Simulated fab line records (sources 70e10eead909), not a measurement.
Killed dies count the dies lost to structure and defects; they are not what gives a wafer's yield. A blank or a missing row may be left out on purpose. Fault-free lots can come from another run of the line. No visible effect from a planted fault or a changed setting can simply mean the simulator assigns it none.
A lot that was struck, set against a sound lot | flow nandHarc | 13 steps out of a route of 1302
Sound: the wafers L259.2, L259.4, L259.5. Struck: wafers L270.1, L270.6. (L270.5 of the same lot was not struck and is left out.) The cause comes at the end.
At each step with rows: each side's tool, then ch and its chambers, then its first start. Under that, the readings that differ: sound wafers | struck wafers | difference of the means | sigmas: that difference in standard deviations of wafers without a fault.
alike: readings whose means differ by less than 2 such deviations, and words and numbers that are the same on both sides. not compared: withheld readings, readings that some wafer has no value for, bounds like >300 that may hide the same value, and numbers for which the record gives no deviation and whose values overlap.
The two part at a step that has a row with sigmas, a row that says differs or no value, or rows on one side only. When numbers do not overlap yet have no deviation, they are printed without sigmas and do not part them. A reading that every wafer of one side lacks parts them only if that side has two wafers or more.

NHARC_A_STAIRCASE_DEP_417: deposits Si3N4, target thk 60 nm.
  sound on pecvd-02 ch 0,1, day 19 03:07; struck on pecvd-02 ch 0,1, day 23 00:37
  alike: heaterPowerW, rfFwdPowerW
then, 3 steps without rows for these wafers: NHARC_A_STAIRCASE_WET_418 (chemistry H3PO4, target depth 20 nm); NHARC_A_STAIRCASE_PRECLEAN_419 (cleans in SC1); NHARC_A_STAIRCASE_SRD_421.
NHARC_A_STAIRCASE_ALD_420: deposits SiO2, target thk 20 nm, pulse time 6 s, ald cycles 200.
  sound on aldHk-03 ch 0,3, day 19 08:17; struck on aldHk-03 ch 0, day 23 03:37
  alike: heaterPowerW, precursorPulseHeightRel
then, 1 step without rows for these wafers: NHARC_A_STAIRCASE_CVD_552 (deposits SiNx, target thk 40 nm).
NHARC_A_STAIRCASE_DEP_151: deposits SiO2, target thk 7200 nm.
  sound on pecvd-03 ch 0,1, day 19 16:22; struck on pecvd-03 ch 1, day 23 11:32
  alike: heaterPowerW, rfFwdPowerW
then, 1 step without rows for these wafers: NHARC_A_STAIRCASE_ANNEAL_320 (time 1800 s).
NHARC_A_STAIRCASE_DEP_322: deposits SiO2, target thk 7200 nm.
  sound on pecvd-02 ch 0,1,2, day 20 02:24; struck on pecvd-02 ch 1,2, day 23 20:07
  alike: heaterPowerW, rfFwdPowerW
then, 1 step without rows for these wafers: NHARC_A_STAIRCASE_ANNEAL_323 (time 1800 s).
NHARC_A_STAIRCASE_DEP_325: deposits SiO2, target thk 7200 nm.
  sound on pecvd-01 ch 0,1, day 20 13:08; struck on pecvd-02 ch 0, day 24 05:41
reading         | sound             | struck      | difference | sigmas
rfFwdPowerW (W) | 498.8 500.8 499.5 | 698.5 696.6 | +197.8     | +99 or more
  alike: heaterPowerW
then, 2 steps without rows for these wafers: NHARC_A_STAIRCASE_ANNEAL_326 (time 1800 s); NHARC_END_SORT_01.

WHERE THEY PART
Within this record, at NHARC_A_STAIRCASE_DEP_325 only.

WHY: what had been put in by the simulator
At NHARC_A_STAIRCASE_DEP_325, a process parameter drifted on pecvd-02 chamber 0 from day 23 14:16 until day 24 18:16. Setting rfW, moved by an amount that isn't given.
